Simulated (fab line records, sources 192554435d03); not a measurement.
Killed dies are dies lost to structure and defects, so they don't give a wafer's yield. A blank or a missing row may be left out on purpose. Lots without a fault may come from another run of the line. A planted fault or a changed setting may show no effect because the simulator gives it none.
fab line records | flow n5_finfet | part 2 of 2: steps 22 to 30 of 30
record lots=5 wafers=15 last_day=17
route steps=1938 shown BEOL_M13@1684
lots that met no fault: from a run of the same line without faults
start_h: hours from the record's first day to the start of the lot's first wafer shown | wait_h: hours since the lot's step before | " the same as in the row above | L1.1+2: a row that stands for several wafers | - no value, or no start given | * or withheld: withheld | < > ~ a bound
route shown NAME@n: a module of which the file shows steps, and the number in the route of the first | usual: mean/standard deviation of fault-free wafers | same: alike in all rows | chamber/n: place in a boat | sites: the reading at each site | _std_site: their standard deviation | _edge_site: outer sites' mean less inner sites' | radius_mm: how far each site lies from the wafer's centre | mask NAME#n: copy n | behind: the tool/chamber that last shaped the wafer | hold: why the lot was held/for how many hours/how that ended | device: the transistor (n, p or np) that didn't switch | end of line: the same wafers' tests at the end of the route | a step without rows: its recipe alone | killed: dies lost to structure and defects at the first sort, not the wafer's yield | map: a wafer's dies, x killed, . not, _ none there
set.NAME: the setting as run; set.NAME@STEP: as run at that earlier step | model.NAME: the simulator's own value behind a step, which no gauge read
lots at some steps of the route; a table a step, a row a wafer
services: from which hour (start_h, from the record's first day; less than 0 if before it) a tool's chamber was out of use, for how many hours, and why
## steps
# step N5_BEOL_M13_SPUTTER_43
# recipe material=TaN target_thk_a=150 temp_c=50 bias_v=168.6 power_w=15000 chamber_pressure_pa=0.12 time_s=24.19
# usual substrate_temp_c=50.00/0.12 throttle_valve_pct=30.0/0.4
# columns lot.wafer tool chamber start_h wait_h substrate_temp_c throttle_valve_pct
L079.2 pvd_sputter-03 - 275.29 0.0 49.90 30.3
L079.3 " - " " 50.02 29.9
L079.4 " - " " 49.89 29.8
L081.1 pvd_sputter-02 - 289.26 0.0 50.19 30.2
L081.2 " - " " 49.90 30.4
L081.3 " - " " 50.05 29.3
L084.4 pvd_sputter-01 - 306.19 0.0 50.05 30.0
L084.5 " - " " 49.69 29.7
L084.6 " - " " 49.98 29.4
L090.1 pvd_sputter-01 - 345.57 0.0 49.98 31.2
L090.3 " - " " 50.00 30.2
L090.4 " - " " 49.96 30.0
L093.1 pvd_sputter-01 - 372.01 0.0 49.89 31.1
L093.2 " - " " 50.02 30.0
L093.5 " - " " 49.92 30.7
# step N5_BEOL_M13_SPUTTER_44
# recipe material=Ta target_thk_a=100 temp_c=50 bias_v=80 power_w=15000 chamber_pressure_pa=0.07 time_s=16.13
# usual substrate_temp_c=49.98/0.11 throttle_valve_pct=30.0/0.39
# columns lot.wafer tool chamber start_h wait_h substrate_temp_c throttle_valve_pct
L079.2 pvd_sputter-03 - 275.37 0.0 50.06 30.9
L079.3 " - " " 50.14 29.9
L079.4 " - " " 49.95 29.9
L081.1 pvd_sputter-02 - 289.34 0.0 49.99 30.3
L081.2 " - " " 49.87 30.6
L081.3 " - " " 50.20 29.8
L084.4 pvd_sputter-01 - 306.27 0.0 50.04 29.8
L084.5 " - " " 50.12 29.8
L084.6 " - " " 49.80 29.4
L090.1 pvd_sputter-01 - 345.65 0.0 49.89 30.8
L090.3 " - " " 49.82 30.0
L090.4 " - " " 50.20 30.1
L093.1 pvd_sputter-01 - 372.09 0.0 49.85 30.6
L093.2 " - " " 49.98 29.9
L093.5 " - " " 49.84 30.7
# step N5_BEOL_M13_SPUTTER_45
# recipe material=Cu target_thk_a=800 temp_c=-20 bias_v=60 power_w=26000 chamber_pressure_pa=0.13 time_s=13.33
# usual substrate_temp_c=-20.01/0.096 throttle_valve_pct=30.0/0.39
# columns lot.wafer tool chamber start_h wait_h substrate_temp_c throttle_valve_pct
L079.2 pvd_sputter-03 - 275.45 0.0 -20.09 30.6
L079.3 " - " " -20.09 29.7
L079.4 " - " " -20.04 29.9
L081.1 pvd_sputter-02 - 289.42 0.0 -20.03 30.3
L081.2 " - " " -19.91 30.5
L081.3 " - " " -20.03 29.6
L084.4 pvd_sputter-01 - 306.35 0.0 -19.91 30.0
L084.5 " - " " -20.01 30.0
L084.6 " - " " -19.91 29.6
L090.1 pvd_sputter-01 - 345.73 0.0 -19.91 30.6
L090.3 " - " " -19.97 29.7
L090.4 " - " " -19.92 30.0
L093.1 pvd_sputter-01 - 372.17 0.0 -19.96 30.7
L093.2 " - " " -20.04 29.9
L093.5 " - " " -19.89 31.0
# step N5_BEOL_M13_ECD_47
# recipe material=Cu target_thk_a=9360
# columns lot.wafer tool chamber start_h wait_h
L079.2+3+4 ecd_cu-01 0,1,0 275.57 0.1
L081.1+2+3 ecd_cu-02 0,1,0 289.54 0.1
L084.4+5+6 ecd_cu-02 0,0,1 306.52 0.1
L090.1+3+4 ecd_cu-02 1,1,0 345.85 0.1
L093.1+2+5 ecd_cu-01 0,1,0 372.29 0.1
# step N5_BEOL_M13_ANNEAL_48
# recipe temp_c=225 time_s=90 ambient=N2
# usual wafer_temp_C_max=226.2/0.74
# columns lot.wafer tool chamber start_h wait_h wafer_temp_C_max
L079.2 rtp_anneal-01 0 275.77 0.2 226.2
L079.3 " 0 " " 226.1
L079.4 " 0 " " 226.0
L081.1 rtp_anneal-02 0 290.20 0.6 226.4
L081.2 " 0 " " 227.2
L081.3 " 0 " " 227.3
L084.4 rtp_anneal-01 0 306.82 0.3 225.7
L084.5 " 0 " " 225.6
L084.6 " 0 " " 225.7
L090.1 rtp_anneal-02 0 346.05 0.2 227.0
L090.3 " 0 " " 226.9
L090.4 " 0 " " 227.0
L093.1 rtp_anneal-01 0 372.99 0.7 226.2
L093.2 " 0 " " 225.9
L093.5 " 0 " " 226.0
# step N5_BEOL_M13_CMP_49
# recipe stop_on=SiOC t_overpolish_s=17.1 down_force_psi=1 platen_rpm=50 clearing_platen_down_force_psi=1.5 clearing_platen_rpm=50 post_cmp_clean=cu_alkaline target_thk_nm=420 clearing_platen_pad_velocity_m_s=0.99484 pad_velocity_m_s=0.99484
# usual barrier_field_endpoint_s=30.6/0.6 head_pressure_psi=1.0000/0.0022 motor_current_A=6.2/0.6 overpolish_run_s=17.100/0.0091 platen_rpm=50.00/0.037
# columns lot.wafer tool chamber start_h wait_h barrier_field_endpoint_s head_pressure_psi motor_current_A overpolish_run_s platen_rpm
L079.4 cmp-01 3 276.04 0.1 31.4 1.0005 5.9 17.093 49.97
L079.3 " 0 " " 30.8 1.0026 5.8 17.083 49.95
L079.2 " 2 " " 30.8 1.0001 5.3 17.118 50.04
L081.3 cmp-02 1 290.53 0.2 31.8 0.9997 6.1 17.108 50.02
L081.1 " 2 " " 31.6 0.9987 6.2 17.103 50.05
L081.2 " 3 " " 31.2 1.0019 7.4 17.098 50.01
L084.4 cmp-02 3 307.09 0.2 31.7 0.9985 7.6 17.102 50.01
L084.5 " 0 " " 31.2 0.9997 7.3 17.094 49.98
L084.6 " 1 " " 31.9 1.0009 6.2 17.110 50.01
L090.3 cmp-02 0 346.39 0.2 30.1 1.0019 6.9 17.114 49.99
L090.1 " 1 " " 30.1 1.0022 6.1 17.114 50.06
L090.4 " 2 " " 29.9 0.9996 6.2 17.096 49.99
L093.2 cmp-03 0 373.32 0.2 29.8 1.0030 5.5 17.090 49.98
L093.1 " 2 " " 29.5 0.9960 6.0 17.104 49.99
L093.5 " 0 " " 30.0 1.0021 5.6 17.095 49.96
# step N5_BEOL_M13_THK_MEAS_50
# recipe thk_meas_gauge=xrf reads=Cu_of_BEOL_M13_ECD_47
# usual M13_THK=429/6.8
# columns lot.wafer tool chamber start_h wait_h M13_THK[nm]
L079.2 film_metro-02 - 276.34 - 427
L079.3 " - " " 429
L079.4 " - " " 424
L081.1 film_metro-01 - 290.79 - 436
L081.2 " - " " 424
L081.3 " - " " 428
L084.4 film_metro-01 - 307.28 - 428
L084.5 " - " " 436
L084.6 " - " " 431
L090.1 film_metro-02 - 346.64 - 428
L090.3 " - " " 428
L090.4 " - " " 439
L093.1 film_metro-01 - 373.58 - 421
L093.2 " - " " 418
L093.5 " - " " 430
# step N5_BEOL_M13_PRE_CLEAN_52
# recipe gas=NH3 time_s=15 temp_c=withheld rf_power_w=300
# columns lot.wafer tool chamber start_h wait_h
L079.2+3+4 pecvd-03 0,2,0 276.37 0.0
L081.1+2+3 pecvd-02 2,0,1 290.82 0.0
L084.4+5+6 pecvd-01 0,1,2 307.32 0.0
L090.1+3+4 pecvd-01 1,2,0 346.68 0.0
L093.1+2+5 pecvd-02 1,2,1 373.62 0.0
# step N5_BEOL_M13_DEP_53
# recipe material=SiCN target_thk_a=500 temp_c=withheld precursor=3MS/NH3 pressure_torr=3 rf_w=675 time_s=17.8
# usual showerhead_plenum_p_Torr=4.167/0.021 throttle_valve_pct=18.0/0.62
# columns lot.wafer tool chamber start_h wait_h showerhead_plenum_p_Torr throttle_valve_pct
L079.2 pecvd-03 0 276.40 0.0 4.132 18.9
L079.3 " 2 " " 4.195 17.9
L079.4 " 0 " " 4.140 19.0
L081.1 pecvd-02 2 290.85 0.0 4.189 18.9
L081.2 " 0 " " 4.172 17.6
L081.3 " 1 " " 4.138 17.6
L084.4 pecvd-01 0 307.35 0.0 4.158 17.8
L084.5 " 1 " " 4.138 18.1
L084.6 " 2 " " 4.156 16.7
L090.1 pecvd-01 1 346.71 0.0 4.146 18.1
L090.3 " 2 " " 4.152 17.1
L090.4 " 0 " " 4.162 18.2
L093.1 pecvd-02 1 373.64 0.0 4.148 17.6
L093.2 " 2 " " 4.185 19.2
L093.5 " 1 " " 4.144 17.8
## services
# columns tool chamber start_h hours kind
rie_diel-03 2 248.66 32.5 repair
krf_scanner-01 - 249.31 7.3 repair
cmp-02 - 253.63 2.3 repair
rie_diel-05 - 255.94 4.4 repair
rie_diel-03 3 261.12 1.6 repair
rie_diel-05 0 261.54 - clean
plasma_asher-02 - 264.38 15.6 pm
rie_diel-05 - 265.35 34.4 repair
ecd_cu-02 - 286.42 0.3 repair
cmp-01 - 326.51 0.5 repair
cmp-02 - 328.09 3.5 repair
pecvd-01 - 330.40 2.8 pm
pecvd-03 - 331.52 6.0 pm
wet_bench-04 - 334.21 1.2 repair
pvd_sputter-03 - 338.38 2.8 repair
cmp-02 - 341.77 0.2 repair
cmp-03 - 346.73 4.0 pm
rie_diel-03 1 349.49 7.0 repair
cmp-01 - 349.86 1.8 repair
cmp-01 - 352.65 1.2 repair
rie_diel-05 3 353.07 7.0 repair
cmp-03 - 358.81 4.6 pm
krf_scanner-01 - 366.07 0.8 pm
rtp_anneal-01 - 373.42 8.6 pm
